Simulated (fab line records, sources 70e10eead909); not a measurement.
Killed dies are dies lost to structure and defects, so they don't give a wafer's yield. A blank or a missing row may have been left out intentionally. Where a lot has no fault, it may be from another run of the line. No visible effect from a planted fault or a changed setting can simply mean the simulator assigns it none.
A single fault, viewed from 2 desks || flow nandHarc || what lay behind the numbers comes last; until then each desk has only its own

METROLOGY DESK
What the gauges read, lot by lot, whatever tool the lot ran on: means of the sampled wafers that have a number. The brackets show how far a lot's mean lies from the usual mean; more than 4 standard deviations puts the lot out of limits, marked OUT.
Columns: A = cdNm at NHARC_P_M0_CD_MEAS_09, usual 90.1 nm
{"lot": "L843", "first seen here": "day 5 14:31", "A": 90.4}
{"lot": "L846", "first seen here": "day 6 14:47", "A": 89.5}
{"lot": "L845", "first seen here": "day 6 15:19", "A": 89.3}
{"lot": "L844", "first seen here": "day 6 18:43", "A": 89.2}
{"lot": "L848", "first seen here": "day 7 09:31", "A": 90.4}
{"lot": "L852", "first seen here": "day 8 07:01", "A": 90.2}
{"lot": "L856", "first seen here": "day 8 23:53", "A": 89.1}
{"lot": "L853", "first seen here": "day 9 00:19", "A": 90.3}
{"lot": "L859", "first seen here": "day 9 19:31", "A": 89.4}
{"lot": "L862", "first seen here": "day 10 08:36", "A": 89.8}
{"lot": "L861", "first seen here": "day 10 09:10", "A": 90.2}
{"lot": "L863", "first seen here": "day 10 14:35", "A": 90.8}
{"lot": "L864", "first seen here": "day 11 02:35", "A": 90.6}
{"lot": "L866", "first seen here": "day 12 01:35", "A": 90.6}
This desk's verdict: no lot among the 14 shows anything out of limits.

DESK OF THE TOOL OWNER: pecvd-02
The tool's own readings at NHARC_P_M0_DEP_32 (deposits SiCN, target thk 30 nm): means of the sampled wafers that have a number, for each lot that ran on this tool. The brackets show how far a lot's mean lies from the usual mean; more than 4 standard deviations puts the lot out of limits, marked OUT.
Columns: A = chamberPressureTorr at NHARC_P_M0_DEP_32, usual 3.001 Torr; B = heaterPowerOuterW at NHARC_P_M0_DEP_32, usual 334 W; C = heaterPowerW at NHARC_P_M0_DEP_32, usual 584 W; D = rfFwdPowerW at NHARC_P_M0_DEP_32, usual 449.0 W; E = susceptorTempC at NHARC_P_M0_DEP_32, usual 369.96 C
{"lot": "L843", "first seen here": "day 5 17:27", "A": 3.007, "B": 394, "C": 649, "D": 449.7, "E": 369.90}
{"lot": "L845", "first seen here": "day 6 18:20", "A": 3.003, "B": 382, "C": 662, "D": 450.3, "E": 369.88}
{"lot": "L853", "first seen here": "day 9 03:16", "A": 3.002, "B": 348, "C": 598, "D": 447.3, "E": 370.05}
{"lot": "L861", "first seen here": "day 10 12:06", "A": 3.000, "B": 335, "C": 579, "D": 448.5, "E": 370.22}
{"lot": "L863", "first seen here": "day 10 17:40", "A": 3.001, "B": 352, "C": 622, "D": 449.6, "E": 370.00}
{"lot": "L864", "first seen here": "day 11 05:40", "A": 2.991, "B": 391, "C": 662, "D": 450.0, "E": 370.04}
This desk's verdict: no lot among the 6 shows anything out of limits.

BROUGHT TOGETHER
The metrology desk saw nothing out of limits.
Nothing out of limits was seen by the tool owner's desk.

WHAT WAS PUT IN BY THE SIMULATOR
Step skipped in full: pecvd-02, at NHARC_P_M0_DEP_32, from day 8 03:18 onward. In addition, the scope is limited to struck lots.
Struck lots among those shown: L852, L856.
